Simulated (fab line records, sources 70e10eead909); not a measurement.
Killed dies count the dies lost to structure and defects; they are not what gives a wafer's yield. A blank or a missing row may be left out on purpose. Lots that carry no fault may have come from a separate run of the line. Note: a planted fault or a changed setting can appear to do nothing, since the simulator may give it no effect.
Chamber matching | flow nand harc | NHARC_P_M0_PRE_CLEAN_31 on pecvd-04 has 3 sister chambers
The step time 12 s. 3 wafers are shown with their chamber, then 12 later ones without.

== WAFERS PAIRED WITH THEIR CHAMBERS ==
wafer  | chamber | heater power w (W)
L086.6 | 1       | 629
L087.4 | 0       | 534
L087.6 | 2       | 572

== WAFERS MISSING THEIR CHAMBER ==
wafer  | heater power w (W)
L087.1 | 553
L087.3 | 566
L087.5 | 549
L090.1 | 613
L090.2 | 485
L090.6 | 484
L093.4 | 542
L093.5 | 489
L093.6 | 586
L094.1 | 649
L094.3 | 546
L094.4 | 659

== EACH ONE'S CHAMBER ==
wafer  | from the rows above          | in truth
L087.1 | can't be placed: 0 or 2      | 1
L087.3 | can't be placed: 2 or 0      | 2
L087.5 | can't be placed: 0 or 2      | 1
L090.1 | can't be placed: 1 or 2      | 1
L090.2 | can't be placed: 0 or 2      | 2
L090.6 | can't be placed: 0 or 2      | 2
L093.4 | can't be placed: 0 or 2      | 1
L093.5 | can't be placed: 0 or 2      | 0
L093.6 | can't be placed: 2 or 1 or 0 | 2
L094.1 | 1                            | 1
L094.3 | can't be placed: 0 or 2      | 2
L094.4 | 1                            | 1
Correctly placed: 2 of 12. Unplaceable from these rows: 10, with the true chamber sitting among the candidates in 7. 0 placed wrongly.
How it was worked out, from the rows above alone: a wafer's distance from a chamber is the root of the sum, over the readings, of the square of ((its reading less the chamber's mean) divided by the reading's scatter). If the next closest chamber is less than 2 further off than the closest, the wafer can't be placed; otherwise it belongs to the closest. The mean given for a chamber averages the wafers shown for that chamber. The scatter: root of mean squared gap, hidden wafer to nearest shown wafer, with one shown wafer a chamber.
